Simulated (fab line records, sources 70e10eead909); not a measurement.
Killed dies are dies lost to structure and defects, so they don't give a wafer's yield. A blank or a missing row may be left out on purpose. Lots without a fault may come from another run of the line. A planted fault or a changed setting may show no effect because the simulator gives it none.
A struck lot beside a sound one | flow nand_harc | 15 steps out of a route of 1302
Sound: wafers L746.2, L746.5, L746.6. Struck: wafers L745.4, L745.5, L745.6. The cause comes at the end.
At each step with rows: each side's tool, then ch and its chambers, then its first start. Under that, the readings that differ: sound wafers | struck wafers | difference of the means | sigmas: that difference in standard deviations of wafers without a fault.
alike: readings whose means differ by less than 2 such deviations, and words and numbers that are the same on both sides. not compared: withheld readings, readings that some wafer has no value for, bounds like >300 that may hide the same value, and numbers for which the record gives no deviation and whose values overlap.
The two part at a step that has a row with sigmas, a row that says differs or no value, or rows on one side only. Numbers that don't overlap but have no deviation are shown without sigmas and don't part them. A reading that every wafer of one side lacks parts them only if that side has two wafers or more.

first, 7 steps without rows for these wafers: NHARC_A_CHANNEL_HOLE_D2_COAT_37 (time 65 s); NHARC_A_CHANNEL_HOLE_D2_COAT_04 (resist thk 90 nm); NHARC_A_CHANNEL_HOLE_D2_SOFTBAKE_05 (time 55 s); NHARC_A_CHANNEL_HOLE_D2_EBR_06; NHARC_A_CHANNEL_HOLE_D2_EXPOSE_07 (exposes mask HOLE D2, target cd 100 nm); NHARC_A_CHANNEL_HOLE_D2_PEB_08 (peb time 65 s); NHARC_A_CHANNEL_HOLE_D2_DEVELOP_09 (develop time 35 s).
NHARC_A_CHANNEL_HOLE_D2_CD_MEAS_10: target cd 100 nm.
  sound on cd_sem-02 ch 0, day 20 19:24; struck on cd_sem-03 ch 0, day 20 18:51
  alike: cd_nm
NHARC_A_CHANNEL_HOLE_D2_OVL_MEAS_11:
  sound on overlay-01, day 20 19:29; struck on overlay-01, day 20 18:56
  reading           | sound          | struck       | difference | sigmas
  overlay_y_nm (nm) | -2.3 -1.6 -2.3 | 0.4 -0.1 0.2 | +2.2       | +2
  alike: overlay_x_nm
NHARC_A_CHANNEL_HOLE_D2_INSPECT_12:
  sound on defect_inspect-02, day 20 19:32; struck on defect_inspect-02, day 20 18:58
  alike: raw_defect_count
NHARC_A_CHANNEL_HOLE_D2_DESCUM_15: chemistry O2, time 3 s.
  sound on rie_diel-06 ch 2,3, day 20 19:35; struck on rie_diel-08 ch 0,1, day 20 19:02
  alike: drypump_motor_current_A, mfc_ar_sccm, oes_product_au, rf_vpp_V, showerhead_plenum_p_Torr, throttle_valve_pct
  not compared: rf_hours_counter_h
NHARC_A_CHANNEL_HOLE_D2_ETCH_38: etches the open film in CF4, target depth 39 nm, time 65 s.
  sound on rie_diel-06 ch 0,1,2, day 20 19:41; struck on rie_diel-08 ch 1,2,3, day 20 19:08
  alike: bias_w, cf4_flow_sccm, drypump_motor_current_A, mfc_ar_sccm, oes_product_au, rf_vpp_V, showerhead_plenum_p_Torr, throttle_valve_pct
  not compared: rf_hours_counter_h
NHARC_A_CHANNEL_HOLE_D2_ETCH_39: etches the open film in N2/H2, target depth 260 nm, time 325 s.
  sound on rie_diel-06 ch 1,2, day 20 19:46; struck on rie_diel-08 ch 1,2, day 20 19:13
  no value came back on the struck wafers for any of 8 readings (bias_w (W), chamber_pressure_mTorr (mTorr) and others); on the sound wafers bias_w (W) reads 150.1 150.4 150.1
  not compared: rf_hours_counter_h
NHARC_A_CHANNEL_HOLE_D2_ETCH_34: etches the open film in CF4/CHF3, target depth 154 nm, time 77 s.
  sound on rie_diel-06 ch 0,1,3; struck on rie_diel-08 ch 0,3
  reading               | sound             | struck            | difference | sigmas
  oes_product_au (a.u.) | 0.981 0.973 0.983 | 0.958 0.942 0.918 | -0.040     | -2
  alike: bias_w, cf4_flow_sccm, drypump_motor_current_A, mfc_ar_sccm, rf_vpp_V, showerhead_plenum_p_Torr, throttle_valve_pct
  not compared: rf_hours_counter_h
-- the record jumps here: 12 days lie between the struck wafers' starts before and after (it left off in module A_CHANNEL_HOLE_D2 and takes up again in module END, whose first step shown is number 1302 of the route) --
NHARC_END_SORT_01:
  sound on prober-01 ch 0, day 32 05:44; struck on prober-02 ch 0, day 32 07:15
  reading         | sound       | struck      | difference | sigmas
  killed_at_array | 101 98 95   | 671 670 665 | +571       | +32
  killed_dies     | 106 102 101 | 677 677 677 | +574       | +32
  alike: killed_at_other, killed_at_periphery, killed_open, killed_short

WHERE THEY PART
First at NHARC_A_CHANNEL_HOLE_D2_OVL_MEAS_11; last, within this record, at NHARC_END_SORT_01.

WHY: what the simulator had put in
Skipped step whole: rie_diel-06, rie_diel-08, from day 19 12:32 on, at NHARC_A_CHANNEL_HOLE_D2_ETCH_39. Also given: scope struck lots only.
